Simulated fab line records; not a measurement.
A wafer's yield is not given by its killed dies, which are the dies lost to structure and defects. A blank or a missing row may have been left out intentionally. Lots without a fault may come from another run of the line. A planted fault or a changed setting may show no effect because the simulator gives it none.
Chamber matching + flow nandHarc + rieDiel-01 running NHARC_A_CONTACT_ETCH_88: 4 sister chambers
The step etches the open film in CF4, target depth 39 nm, time 65 s. 14 wafers are shown with their chamber, then 7 later ones without.

== WAFERS PAIRED WITH THEIR CHAMBERS ==
| wafer  | chamber | drypumpMotorCurrentA (A) | showerheadPlenumPTorr (Torr) | rfVppV (V) |
|--------|---------|--------------------------|------------------------------|------------|
| L417.2 | 0       | 6.5                      | 1.76                         | 150.7      |
| L417.3 | 3       | 5.5                      | 1.68                         | 148.6      |
| L417.6 | 3       | 5.5                      | 1.68                         | 148.7      |
| L418.1 | 2       | 5.8                      | 1.83                         | 152.0      |
| L418.4 | 1       | 5.3                      | 1.80                         | 151.8      |
| L418.5 | 0       | 6.5                      | 1.76                         | 151.4      |
| L420.3 | 3       | 5.5                      | 1.68                         | 149.6      |
| L420.4 | 1       | 5.3                      | 1.79                         | 151.4      |
| L420.6 | 0       | 6.5                      | 1.76                         | 151.0      |
| L421.1 | 1       | 5.3                      | 1.79                         | 150.8      |
| L421.4 | 3       | 5.5                      | 1.68                         | 150.9      |
| L421.6 | 3       | 5.5                      | 1.68                         | 149.6      |
| L435.1 | 2       | 5.9                      | 1.82                         | 152.5      |
| L435.3 | 3       | 5.5                      | 1.68                         | 149.4      |

SIGNATURES (averages over the wafers above)
| reading               | chamber 0 | chamber 1 | chamber 2 | chamber 3 | scatter within a chamber |
|-----------------------|-----------|-----------|-----------|-----------|--------------------------|
| drypumpMotorCurrentA  | 6.500     | 5.300     | 5.850     | 5.500     | 0.0224                   |
| showerheadPlenumPTorr | 1.7600    | 1.7933    | 1.8250    | 1.6800    | 0.00342                  |
| rfVppV                | 151.033   | 151.333   | 152.250   | 149.467   | 0.657                    |
Rule: a wafer's distance from a chamber is the root of the sum, over the readings, of the square of ((its reading less the chamber's mean) divided by the reading's scatter). If the next closest chamber is less than 2 further off than the closest, the wafer can't be placed; otherwise it belongs to the closest. The scatter: take each reading less its chamber's mean, square it, sum over the shown wafers, divide by the number of wafers less the number of chambers, and take the root.

== WAFERS MISSING THEIR CHAMBER ==
| wafer  | drypumpMotorCurrentA (A) | showerheadPlenumPTorr (Torr) | rfVppV (V) |
|--------|--------------------------|------------------------------|------------|
| L435.6 | 5.5                      | 1.68                         | 149.1      |
| L437.4 | 6.5                      | 1.75                         | 150.8      |
| L437.5 | 5.3                      | 1.79                         | 150.5      |
| L437.6 | 6.5                      | 1.75                         | 152.6      |
| L439.1 | 6.5                      | 1.75                         | 150.0      |
| L439.2 | 5.8                      | 1.82                         | 152.1      |
| L439.3 | 5.5                      | 1.68                         | 150.2      |

== EACH ONE'S CHAMBER ==
| wafer  | from the rows above | in truth |
|--------|---------------------|----------|
| L435.6 | 3                   | 3        |
| L437.4 | 0                   | 0        |
| L437.5 | 1                   | 1        |
| L437.6 | 0                   | 0        |
| L439.1 | 0                   | 0        |
| L439.2 | 2                   | 2        |
| L439.3 | 3                   | 3        |
Correct placement for 7 of the 7. From these rows, 0 cannot be placed. Number placed wrongly: 0.
